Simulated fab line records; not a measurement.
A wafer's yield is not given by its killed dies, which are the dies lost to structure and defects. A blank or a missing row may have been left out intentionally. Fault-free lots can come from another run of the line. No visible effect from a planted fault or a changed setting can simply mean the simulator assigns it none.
fab line records    flow n5-finfet
record lots=7  wafers=21
route steps=1938 shown BEOL_M4@1050 BEOL_M5@1123
start-h: the number of hours between the record's first day and the start of the first shown wafer of the lot    wait-h: time in hours since the lot's previous step    " identical to the entry in the row above    L1.1+2: a single row standing in for several wafers    - value missing, or start not given    * or withheld: withheld    < > ~ a bound
route shown NAME@n: a module of which the file shows steps, and the number in the route of the first    usual: mean/standard deviation taken from wafers without a fault    same: alike in all rows    chamber/n: place in a boat    sites: each site's reading    _std_site: the standard deviation of these    _edge_site: outer sites' mean less inner sites'    radius-mm: for every site, how far away it sits from the centre of the wafer    mask NAME#n: copy n    behind: the most recent tool/chamber to have shaped the wafer    hold: reason for holding the lot/hours on hold/outcome of the hold    device: the transistor (n, p or np) that didn't switch    end of line: tests run on the same wafers once the route is complete    a step without rows: its recipe alone    killed: dies that structure and defects cost at the first sort, which is not the same as the wafer's yield    map: shows each die of a wafer: x if killed, . if not, _ if none is there
set.NAME: the run value of the setting; set.NAME@STEP: its run value at that earlier step    model.NAME: the simulator's own value behind a step, which no gauge read
lots run with intentionally changed settings; tables by step, rows by wafer
## steps
# step N5_BEOL_M4_COAT_22
# recipe resist=CAR-EUV  spin-rpm=1500  resist-thk-nm=30
lot.wafer   tool            chamber  start-h  wait-h  set.spin-rpm  model.CAR-EUV_of_BEOL_M4_COAT_22.thk-nm
L074.2+5    litho-track-02  0        -        -       1500          30
L074.3      "               0        "        "       1500          30.2
L081.3      litho-track-03  0        -        -       1500          30.2
L081.4      "               0        "        "       1500          30
L081.5      "               0        "        "       1420          31
L084.1+4+6  litho-track-05  0        -        -       1500          30
L092.1      litho-track-05  0        -        -       1553          29.4
L092.3      "               0        "        "       1500          30
L092.4      "               0        "        "       1500          29.8
L088.2+6    litho-track-03  0        -        -       1561          29.4
L088.5      "               0        "        "       1500          30
L089.2      litho-track-05  0        -        -       1500          29.8
L089.5      "               0        "        "       1339          31.6
L089.6      "               0        "        "       1339          31.8
L093.1      litho-track-03  0        -        -       1352          31.8
L093.5+6    "               0        "        "       1352          31.6
# step N5_BEOL_M4_EBR_24
# recipe solvent=PGMEA  ebr-width-mm=1.5
# step N5_BEOL_M4_SOFTBAKE_23
# recipe temp-c=110  time-s=60  resist=CAR-EUV
# step N5_BEOL_M4_EXPOSE_25
# recipe mask-id=V3  na=0.33  source-shape=quasar  sigma-inner=0.2  sigma-outer=0.8  polarization=unpolarized  defocus-nm=5  dose-mj=63
# step N5_BEOL_M4_PEB_26
# recipe peb-temp-c=100  peb-time-s=60  resist=CAR-EUV
# step N5_BEOL_M4_DEVELOP_27
# recipe develop-time-s=30  developer=TMAH  resist=CAR-EUV  rinse-liquid=surfactant-rinse  dry=air-spin  dev-temp-c=23
lot.wafer   tool            chamber  start-h  wait-h  set.spin-rpm@BEOL_M4_COAT_22  model.CAR-EUV_of_BEOL_M4_COAT_22.thk-nm
L074.2+3+5  litho-track-02  0        -        -       1500                          29.6
L081.3+4    litho-track-03  0        -        -       1500                          29.6
L081.5      "               0        "        "       1420                          30.6
L084.1+4    litho-track-05  0        -        -       1500                          29.4
L084.6      "               0        "        "       1500                          29.6
L092.1      litho-track-02  0        -        -       1553                          29
L092.3      "               0        "        "       1500                          29.6
L092.4      "               0        "        "       1500                          29.4
L088.2+6    litho-track-03  0        -        -       1561                          29
L088.5      "               0        "        "       1500                          29.4
L089.2      litho-track-05  0        -        -       1500                          29.4
L089.5+6    "               0        "        "       1339                          31.2
L093.1+5+6  litho-track-02  0        -        -       1352                          31.2
# step N5_BEOL_M4_DESCUM_33
# recipe chemistry=O2  time-s=7  source-power-w=50  bias-power-w=20  pressure-mtorr=20  rf-frequency-hz=2.712e+07  temp-c=40  resist=CAR-EUV  o2-flow-sccm=225
lot.wafer   tool         chamber  start-h  wait-h  set.spin-rpm@BEOL_M4_COAT_22  model.CAR-EUV_of_BEOL_M4_COAT_22.thk-nm
L074.2+3+5  rie-diel-05  2,0,2    184.27   0.0     1500                          26.2
L081.3+4    rie-diel-02  1,2      236.69   0.2     1500                          26.2
L081.5      "            0        "        "       1420                          27
L084.1+4+6  rie-diel-02  2,2,1    250.61   0.0     1500                          26
L092.1      rie-diel-05  2        266.59   0.0     1553                          25.4
L092.3+4    "            3,1      "        "       1500                          26
L088.2+6    rie-diel-05  3,0      287.44   0.1     1561                          25.6
L088.5      "            1        "        "       1500                          26
L089.2      rie-diel-05  3        301.42   0.0     1500                          26
L089.5      "            2        "        "       1339                          27.6
L089.6      "            1        "        "       1339                          27.8
L093.1+5    rie-diel-05  0,1      319.62   0.0     1352                          27.8
L093.6      "            0        "        "       1352                          27.6
# step N5_BEOL_M4_ETCH_77
# recipe chemistry=N2/H2  target=underlayer  target-depth-a=65  mask-material=CAR-EUV  time-s=5.2  ion-energy-ev=200  pressure-mtorr=30  source-w=840  bias-w=150  n2-flow-sccm=200  h2-flow-sccm=200  ends=cleared
# step N5_BEOL_M4_ETCH_69
# recipe chemistry=CF4  target=SiARC  target-depth-a=156  mask-material=CAR-EUV  time-s=26  ion-energy-ev=80  pressure-mtorr=40  source-w=545  bias-w=36  Ar_flow_sccm=100  cf4-flow-sccm=100  ends=cleared
# usual etch-rf-on-time-s=26.08/0.27
lot.wafer  tool         chamber  start-h  wait-h  set.spin-rpm@BEOL_M4_COAT_68  etch-rf-on-time-s  model.etch.depth-nm
L074.2     rie-diel-05  2        184.32   0.0     1500                          26.28              12.02
L074.3     "            0        "        "       1500                          26.15              12.03
L074.5     "            2        "        "       1500                          26.21              12
L081.3     rie-diel-02  1        236.74   0.0     1500                          26.17              12.04
L081.4     "            2        "        "       1412                          27.04              12.38
L081.5     "            0        "        "       1412                          27.08              12.36
L084.1     rie-diel-02  2        250.66   0.0     1500                          25.99              12.02
L084.4     "            2        "        "       1500                          25.83              11.98
L084.6     "            1        "        "       1439                          26.46              12.23
L092.1     rie-diel-05  2        266.64   0.0     1500                          25.95              12.01
L092.3     "            3        "        "       1500                          26.45              12.04
L092.4     "            1        "        "       1500                          25.60              11.98
L088.2     rie-diel-05  3        287.49   0.0     1500                          26.24              12.03
L088.5     "            1        "        "       1500                          25.83              12.03
L088.6     "            0        "        "       1500                          26.28              12.06
L089.2     rie-diel-05  3        301.47   0.0     1372                          27.66              12.57
L089.5     "            2        "        "       1500                          26.20              12.05
L089.6     "            1        "        "       1372                          27.13              12.59
L093.1     rie-diel-05  0        319.67   0.0     1413                          26.59              12.39
L093.5     "            1        "        "       1500                          25.79              11.99
L093.6     "            0        "        "       1413                          26.71              12.38
# step N5_BEOL_M5_EXPOSE_08
# recipe mask-id=M5  na=0.33  source-shape=annular  sigma-inner=0.4  sigma-outer=0.8  polarization=unpolarized  target-cd-nm=28  dose-mj=35.75
lot.wafer   tool            chamber  start-h  wait-h  mask  set.dose-mj
L074.2+3+5  euv-scanner-01  0        213.28   -       M5#0  35.75
L081.3+5    euv-scanner-01  0        271.25   -       M5#0  33.43
L081.4      "               0        "        "       M5#0  35.75
L084.1+4+6  euv-scanner-02  0        283.35   -       M5#0  35.75
L092.1+3    euv-scanner-01  0        298.31   -       M5#0  38.39
L092.4      "               0        "        "       M5#0  35.75
L088.2+6    euv-scanner-02  0        312.87   -       M5#0  34.79
L088.5      "               0        "        "       M5#0  35.75
L089.2      euv-scanner-02  0        317.80   -       M5#0  35.75
L089.5+6    "               0        "        "       M5#0  34.62
L093.1      euv-scanner-02  0        330.40   -       M5#0  35.75
L093.5+6    "               0        "        "       M5#0  33.59
# step N5_BEOL_M5_PEB_09
# recipe peb-temp-c=100  peb-time-s=60  resist=CAR-EUV
# step N5_BEOL_M5_DEVELOP_10
# recipe develop-time-s=30  developer=TMAH  resist=CAR-EUV  rinse-liquid=surfactant-rinse  dry=air-spin  dev-temp-c=23
# step N5_BEOL_M5_CD_MEAS_11
# recipe target-cd-nm=27.74  landing-energy-ev=500  detector=se-inlens
# usual cd-nm=28.08/0.25
lot.wafer  tool       chamber  start-h  wait-h  set.dose-mj@BEOL_M5_EXPOSE_08  cd-nm
L074.2     cd-sem-01  0        213.40   -       35.75                          27.87
L074.3     "          0        "        "       35.75                          28.31
L074.5     "          0        "        "       35.75                          28.63
L081.3     cd-sem-03  0        271.37   -       33.43                          26.40
L081.4     "          0        "        "       35.75                          27.98
L081.5     "          0        "        "       33.43                          26.28
L084.1     cd-sem-01  0        283.48   -       35.75                          28.45
L084.4     "          0        "        "       35.75                          28.27
L084.6     "          0        "        "       35.75                          28.03
L092.1     cd-sem-02  0        298.44   -       38.39                          29.40
L092.3     "          0        "        "       38.39                          29.71
L092.4     "          0        "        "       35.75                          28.21
L088.2     cd-sem-02  0        312.99   -       34.79                          27.44
L088.5     "          0        "        "       35.75                          28.08
L088.6     "          0        "        "       34.79                          27.54
L089.2     cd-sem-03  0        317.92   -       35.75                          28.28
L089.5     "          0        "        "       34.62                          27.06
L089.6     "          0        "        "       34.62                          27.67
L093.1     cd-sem-01  0        330.53   -       35.75                          28.29
L093.5     "          0        "        "       33.59                          26.46
L093.6     "          0        "        "       33.59                          26.60
# step N5_BEOL_M5_DESCUM_16
# recipe chemistry=O2  time-s=7  source-power-w=50  bias-power-w=20  pressure-mtorr=20  rf-frequency-hz=2.712e+07  temp-c=40  resist=CAR-EUV  o2-flow-sccm=225
lot.wafer   tool         chamber  start-h  wait-h  set.dose-mj@BEOL_M5_EXPOSE_08  model.BEOL_M5.cd-nm
L074.2+3+5  rie-diel-06  3,2,0    213.52   0.0     35.75                          28.2
L081.3      rie-diel-01  3        271.49   0.0     33.43                          26.2
L081.4      "            2        "        "       35.75                          28
L081.5      "            3        "        "       33.43                          26.4
L084.1+6    rie-diel-01  1,2      283.60   0.0     35.75                          28.4
L084.4      "            0        "        "       35.75                          28.2
L092.1+3    rie-diel-01  1,0      298.62   0.1     38.39                          29.6
L092.4      "            3        "        "       35.75                          28
L088.2+6    rie-diel-03  2,0      313.13   0.0     34.79                          27.6
L088.5      "            1        "        "       35.75                          28
L089.2      rie-diel-01  2        318.33   0.3     35.75                          28.2
L089.5      "            3        "        "       34.62                          27.2
L089.6      "            2        "        "       34.62                          27.6
L093.1      rie-diel-01  1        330.65   0.0     35.75                          28
L093.5+6    "            0,3      "        "       33.59                          26.4
# step N5_BEOL_M5_ETCH_72
# recipe chemistry=N2/H2  target=underlayer  target-depth-a=65  mask-material=CAR-EUV  time-s=5.2  ion-energy-ev=200  pressure-mtorr=30  source-w=840  bias-w=150  n2-flow-sccm=200  h2-flow-sccm=200  ends=cleared
# step N5_BEOL_M5_ETCH_61
# recipe chemistry=CF4  target=SiARC  target-depth-a=156  mask-material=CAR-EUV  time-s=26  ion-energy-ev=80  pressure-mtorr=40  source-w=545  bias-w=36  Ar_flow_sccm=100  cf4-flow-sccm=100  ends=cleared
lot.wafer   tool         chamber  start-h  wait-h  set.dose-mj@BEOL_M5_EXPOSE_08  model.BEOL_M5.cd-nm
L074.2+3+5  rie-diel-06  3,2,0    213.57   0.0     35.75                          28.2
L081.3+5    rie-diel-01  3        271.54   0.0     33.43                          26.2
L081.4      "            2        "        "       35.75                          28
L084.1      rie-diel-01  1        283.65   0.0     35.75                          28.4
L084.4+6    "            0,2      "        "       35.75                          28.2
L092.1      rie-diel-01  1        298.67   0.0     38.39                          29.8
L092.3      "            0        "        "       38.39                          29.6
L092.4      "            3        "        "       35.75                          28
L088.2+6    rie-diel-03  2,0      313.18   0.0     34.79                          27.4
L088.5      "            1        "        "       35.75                          27.8
L089.2      rie-diel-01  2        318.38   0.0     35.75                          28.4
L089.5      "            3        "        "       34.62                          27.4
L089.6      "            2        "        "       34.62                          27.6
L093.1      rie-diel-01  1        330.70   0.0     35.75                          28
L093.5      "            0        "        "       33.59                          26.6
L093.6      "            3        "        "       33.59                          26.4
# step N5_BEOL_M5_ETCH_62
# recipe chemistry=N2/H2  target=SOC  target-depth-a=750  overetch-a=150  mask-material=SiARC  temp-c=40  time-s=112.5  ion-energy-ev=200  pressure-mtorr=30  source-w=840  bias-w=150  n2-flow-sccm=200  h2-flow-sccm=200
# step N5_BEOL_M5_STRIP_63
# recipe chemistry=N2/H2  temp-c=40  n2-flow-sccm=200  h2-flow-sccm=200  rf-frequency-hz=6e+07
# step N5_BEOL_M5_STRIP_73
# recipe chemistry=N2/H2  temp-c=40  n2-flow-sccm=200  h2-flow-sccm=200  rf-frequency-hz=6e+07
# step N5_BEOL_M5_STRIP_64
# recipe chemistry=CF4  resist=SiARC  power-w=300  bias-power-w=75  pressure-mtorr=50  cf4-flow-sccm=150  rf-frequency-hz=6e+07
# step N5_BEOL_M5_HM_OPEN_17
# recipe chemistry=Cl2/BCl3  target-depth-a=200  overetch-a=60  target=TiN  mask-material=SOC  ion-energy-ev=150  pressure-mtorr=10  icp-w=1000  bias-w=126  Cl2_flow_sccm=53.25  bcl3-flow-sccm=21.75  Ar_flow_sccm=25
lot.wafer  tool          chamber  start-h  wait-h  set.dose-mj@BEOL_M5_EXPOSE_08  model.BEOL_M5.cd-nm
L074.2     rie-metal-01  0        213.77   0.0     35.75                          28
L074.3+5   "             1,0      "        "       35.75                          28.2
L081.3+5   rie-metal-01  0,1      271.76   0.1     33.43                          26.4
L081.4     "             1        "        "       35.75                          28.2
L084.1     rie-metal-02  0        283.85   0.0     35.75                          28.4
L084.4     "             0        "        "       35.75                          27.8
L084.6     "             0        "        "       35.75                          28
L092.1     rie-metal-03  1        298.87   0.0     38.39                          30
L092.3     "             0        "        "       38.39                          29.6
L092.4     "             1        "        "       35.75                          28
L088.2+6   rie-metal-02  0,1      313.37   0.0     34.79                          27.4
L088.5     "             0        "        "       35.75                          28
L089.2     rie-metal-01  0        318.58   0.0     35.75                          28.4
L089.5     "             0        "        "       34.62                          27.4
L089.6     "             1        "        "       34.62                          27.6
L093.1     rie-metal-02  0        330.90   0.0     35.75                          28.4
L093.5+6   "             0,1      "        "       33.59                          26.6
# step N5_BEOL_M5_STRIP_19
# recipe chemistry=O2  power-w=400  temp-c=40  pressure-mtorr=30  rf-frequency-hz=6e+07  bias-power-w=0  overash-fraction=0.2  o2-flow-sccm=225
# step N5_BEOL_M5_CD_MEAS_18
# recipe pitch-nm=56  target-cd-nm=28
# usual cd-nm=28.1/0.3
lot.wafer  tool       chamber  start-h  wait-h  set.dose-mj@BEOL_M5_EXPOSE_08  cd-nm
L074.2     cd-sem-03  -        213.95   0.1     35.75                          27.8
L074.3     "          -        "        "       35.75                          28.2
L074.5     "          -        "        "       35.75                          28.1
L081.3     cd-sem-03  -        271.92   0.1     33.43                          26.4
L081.4     "          -        "        "       35.75                          28.5
L081.5     "          -        "        "       33.43                          26.2
L084.1     cd-sem-01  -        284.03   0.0     35.75                          28.7
L084.4     "          -        "        "       35.75                          27.8
L084.6     "          -        "        "       35.75                          28.0
L092.1     cd-sem-02  -        299.06   0.0     38.39                          30.1
L092.3     "          -        "        "       38.39                          29.7
L092.4     "          -        "        "       35.75                          27.9
L088.2     cd-sem-01  -        313.60   0.1     34.79                          27.5
L088.5     "          -        "        "       35.75                          27.7
L088.6     "          -        "        "       34.79                          27.3
L089.2     cd-sem-03  -        318.76   0.1     35.75                          28.5
L089.5     "          -        "        "       34.62                          27.5
L089.6     "          -        "        "       34.62                          27.7
L093.1     cd-sem-03  -        331.08   0.0     35.75                          28.2
L093.5     "          -        "        "       33.59                          26.9
L093.6     "          -        "        "       33.59                          26.5
# step N5_BEOL_M5_COAT_65
# recipe resist=SOC  temp-c=250  time-s=60  spin-rpm=1500  resist-thk-nm=60
# step N5_BEOL_M5_COAT_66
# recipe resist=SiARC  temp-c=220  time-s=60  spin-rpm=1500  resist-thk-nm=12
# step N5_BEOL_M5_DESCUM_33
# recipe chemistry=O2  time-s=7  source-power-w=50  bias-power-w=20  pressure-mtorr=20  rf-frequency-hz=2.712e+07  temp-c=40  resist=CAR-EUV  o2-flow-sccm=225
# step N5_BEOL_M5_ETCH_75
# recipe chemistry=N2/H2  target=underlayer  target-depth-a=65  mask-material=CAR-EUV  time-s=5.2  ion-energy-ev=200  pressure-mtorr=30  source-w=840  bias-w=150  n2-flow-sccm=200  h2-flow-sccm=200  ends=cleared
# step N5_BEOL_M5_ETCH_67
# recipe chemistry=CF4  target=SiARC  target-depth-a=156  mask-material=CAR-EUV  time-s=26  ion-energy-ev=80  pressure-mtorr=40  source-w=545  bias-w=36  Ar_flow_sccm=100  cf4-flow-sccm=100  ends=cleared
lot.wafer  tool         chamber  start-h  wait-h  set.dose-mj@BEOL_M5_EXPOSE_08  model.BEOL_M5.cd-nm
L074.2+3   rie-diel-01  3,1      216.33   0.0     35.75                          28
L074.5     "            0        "        "       35.75                          28.2
L081.3+5   rie-diel-03  2,0      274.58   0.0     33.43                          26.6
L081.4     "            0        "        "       35.75                          28.6
L084.1     rie-diel-06  2        286.25   0.0     35.75                          28.4
L084.4     "            2        "        "       35.75                          27.8
L084.6     "            3        "        "       35.75                          28.2
L092.1     rie-diel-06  2        299.67   0.0     38.39                          30.2
L092.3     "            1        "        "       38.39                          29.6
L092.4     "            2        "        "       35.75                          28.2
L088.2     rie-diel-01  3        316.71   0.0     34.79                          27.6
L088.5     "            0        "        "       35.75                          28.2
L088.6     "            1        "        "       34.79                          27.4
L089.2     rie-diel-01  2        321.44   0.0     35.75                          28.4
L089.5     "            2        "        "       34.62                          27.6
L089.6     "            3        "        "       34.62                          27.8
L093.1     rie-diel-06  3        331.92   0.0     35.75                          28.6
L093.5+6   "            3,0      "        "       33.59                          26.6
# step N5_BEOL_M5_ETCH_68
# recipe chemistry=N2/H2  target=SOC  target-depth-a=800  overetch-a=160  mask-material=SiARC  temp-c=40  time-s=120  ion-energy-ev=200  pressure-mtorr=30  source-w=840  bias-w=150  n2-flow-sccm=200  h2-flow-sccm=200
lot.wafer   tool         chamber  start-h  wait-h  set.dose-mj@BEOL_M5_EXPOSE_08  model.BEOL_M5.cd-nm
L074.2+3+5  rie-diel-01  3,1,0    216.35   0.0     35.75                          28.2
L081.3      rie-diel-03  2        274.61   0.0     33.43                          26.6
L081.4      "            0        "        "       35.75                          28.8
L081.5      "            0        "        "       33.43                          26.8
L084.1      rie-diel-06  2        286.27   0.0     35.75                          28.2
L084.4      "            2        "        "       35.75                          27.8
L084.6      "            3        "        "       35.75                          28
L092.1      rie-diel-06  2        299.70   0.0     38.39                          30.2
L092.3      "            1        "        "       38.39                          29.6
L092.4      "            2        "        "       35.75                          28
L088.2      rie-diel-01  3        316.74   0.0     34.79                          27.4
L088.5      "            0        "        "       35.75                          28
L088.6      "            1        "        "       34.79                          27.6
L089.2      rie-diel-01  2        321.47   0.0     35.75                          28.4
L089.5      "            2        "        "       34.62                          27.6
L089.6      "            3        "        "       34.62                          27.8
L093.1      rie-diel-06  3        331.95   0.0     35.75                          28.6
L093.5+6    "            3,0      "        "       33.59                          26.6
# step N5_BEOL_M5_TRENCH_ETCH_37
# recipe chemistry=C4F6/O2  target-depth-a=716.52  target=SiCOH_lowk  time-s=24.7  ion-energy-ev=250  pressure-mtorr=30  source-w=345  bias-w=185  Ar_flow_sccm=300  C4F6_flow_sccm=10  O2_flow_sccm=10
# usual rf-vpp-V=667/6.1
lot.wafer  tool         chamber  start-h  wait-h  set.bias-w  rf-vpp-V  model.etch.depth-nm  model.BEOL_M5.feature-depth-nm
L074.2     rie-diel-01  3        -        -       185         659       73.5                 73.4
L074.3     "            1        "        "       185         668       71.3                 71.4
L074.5     "            0        "        "       185         666       72                   72
L081.3     rie-diel-03  2        -        -       152.4       581       67.25                67.2
L081.4     "            0        "        "       152.4       570       67.26                67.2
L081.5     "            0        "        "       185         662       71.38                71.4
L084.1     rie-diel-06  2        -        -       185         657       70.68                70.6
L084.4     "            2        "        "       185         657       71                   71
L084.6     "            3        "        "       159         592       68.15                68.2
L092.1     rie-diel-06  2        -        -       185         656       71.93                72
L092.3     "            1        "        "       185         674       73.34                73.4
L092.4     "            2        "        "       173.6       626       70.55                70.6
L088.2     rie-diel-01  3        -        -       185         659       71.43                71.4
L088.5     "            0        "        "       151.8       571       67.35                67.4
L088.6     "            1        "        "       185         668       70.78                70.8
L089.2     rie-diel-01  2        -        -       185         671       73.83                73.8
L089.5     "            2        "        "       185         673       73.75                73.8
L089.6     "            3        "        "       185         656       73.17                73.2
L093.1     rie-diel-06  3        -        -       161.1       598       68.25                68.2
L093.5     "            3        "        "       185         667       71.67                71.6
L093.6     "            0        "        "       161.1       600       70.02                70
## key
split step=N5_BEOL_M4_COAT_22  setting=spin-rpm  stated=1500  by=wafer
response step=N5_BEOL_M4_COAT_22  reading=model.CAR-EUV_of_BEOL_M4_COAT_22.thk-nm  change=-0.17  per=1%  r=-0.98
response step=N5_BEOL_M4_DEVELOP_27  reading=model.CAR-EUV_of_BEOL_M4_COAT_22.thk-nm  change=-0.162  per=1%  r=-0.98
response step=N5_BEOL_M4_DESCUM_33  reading=model.CAR-EUV_of_BEOL_M4_COAT_22.thk-nm  change=-0.152  per=1%  r=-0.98
split step=N5_BEOL_M5_EXPOSE_08  setting=dose-mj  stated=35.75  by=wafer
response step=N5_BEOL_M5_CD_MEAS_11  reading=cd-nm  change=+0.237  per=1%  r=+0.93
response step=N5_BEOL_M5_DESCUM_16  reading=model.BEOL_M5.cd-nm  change=+0.24  per=1%  r=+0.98
response step=N5_BEOL_M5_ETCH_61  reading=model.BEOL_M5.cd-nm  change=+0.248  per=1%  r=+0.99
response step=N5_BEOL_M5_HM_OPEN_17  reading=model.BEOL_M5.cd-nm  change=+0.268  per=1%  r=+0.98
response step=N5_BEOL_M5_CD_MEAS_18  reading=cd-nm  change=+0.275  per=1%  r=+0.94
response step=N5_BEOL_M5_ETCH_67  reading=model.BEOL_M5.cd-nm  change=+0.277  per=1%  r=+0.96
response step=N5_BEOL_M5_ETCH_68  reading=model.BEOL_M5.cd-nm  change=+0.288  per=1%  r=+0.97
split step=N5_BEOL_M5_TRENCH_ETCH_37  setting=bias-w  stated=185  by=wafer
response step=N5_BEOL_M5_TRENCH_ETCH_37  reading=rf-vpp-V  change=+5.06  per=1%  r=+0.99
response step=N5_BEOL_M5_TRENCH_ETCH_37  reading=model.etch.depth-nm  change=+0.216  per=1%  r=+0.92
response step=N5_BEOL_M5_TRENCH_ETCH_37  reading=model.BEOL_M5.feature-depth-nm  change=+0.215  per=1%  r=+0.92
split outside-this-file step=N5_BEOL_M4_COAT_68 setting=spin-rpm
# split outside-this-file: this setting was split too, and the file shows its column; the key of that split is in another file
